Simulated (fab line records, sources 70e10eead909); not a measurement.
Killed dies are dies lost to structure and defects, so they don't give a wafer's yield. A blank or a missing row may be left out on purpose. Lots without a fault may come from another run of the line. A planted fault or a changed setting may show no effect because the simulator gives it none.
Chamber matching | flow nand_harc | NHARC_A_CONTACT_DEP_58 on pecvd-02: 3 sister chambers
The step deposits SiON, target thk 60 nm. 36 wafers are shown with their chamber, then 12 later ones without.

WAFERS WITH THEIR CHAMBER
wafer  | chamber | heater_power_w (W)
L074.1 | 2       | 776
L074.3 | 1       | 648
L074.4 | 1       | 661
L075.3 | 0       | 644
L075.4 | 0       | 652
L075.5 | 1       | 723
L077.1 | 1       | 696
L077.2 | 2       | 884
L077.4 | 1       | 721
L080.1 | 0       | 660
L080.4 | 1       | 727
L080.5 | 2       | 826
L081.2 | 0       | 704
L081.3 | 1       | 681
L081.4 | 2       | 859
L083.1 | 2       | 868
L083.2 | 0       | 635
L083.5 | 0       | 644
L084.3 | 1       | 610
L084.4 | 2       | 752
L084.5 | 1       | 627
L087.2 | 2       | 836
L087.3 | 1       | 631
L087.5 | 0       | 694
L088.2 | 0       | 600
L088.3 | 1       | 736
L088.4 | 1       | 739
L086.1 | 2       | 789
L086.3 | 0       | 641
L086.5 | 2       | 764
L089.4 | 1       | 731
L089.5 | 2       | 841
L089.6 | 0       | 700
L091.1 | 0       | 563
L091.2 | 2       | 817
L091.6 | 0       | 572

SIGNATURES (means of the wafers above)
reading        | chamber 0 | chamber 1 | chamber 2 | scatter within a chamber
heater_power_w | 642.42    | 687.00    | 819.27    | 45.6
Rule: a wafer's distance from a chamber is the root of the sum, over the readings, of the square of ((its reading less the chamber's mean) divided by the reading's scatter). The wafer belongs to the nearest chamber; if the next one is less than 2 further off, it can't be placed. The scatter: the root of (the sum of the squares of (reading less its chamber's mean) over the shown wafers, divided by (wafers less chambers)).

WAFERS WITHOUT THEIR CHAMBER
wafer  | heater_power_w (W)
L090.2 | 680
L090.4 | 680
L090.6 | 870
L093.1 | 844
L093.3 | 597
L093.5 | 613
L097.1 | 585
L097.2 | 850
L097.5 | 631
L094.2 | 829
L094.4 | 659
L094.6 | 845

WHICH CHAMBER EACH WENT THROUGH
wafer  | from the rows above     | in truth
L090.2 | can't be placed: 1 or 0 | 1
L090.4 | can't be placed: 1 or 0 | 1
L090.6 | 2                       | 2
L093.1 | 2                       | 2
L093.3 | can't be placed: 0 or 1 | 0
L093.5 | can't be placed: 0 or 1 | 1
L097.1 | can't be placed: 0 or 1 | 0
L097.2 | 2                       | 2
L097.5 | can't be placed: 0 or 1 | 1
L094.2 | 2                       | 2
L094.4 | can't be placed: 0 or 1 | 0
L094.6 | 2                       | 2
Placed correctly: 5 of 12. Can't be placed from these rows: 7 (the true chamber is among the candidates in 7). Placed wrongly: 0.
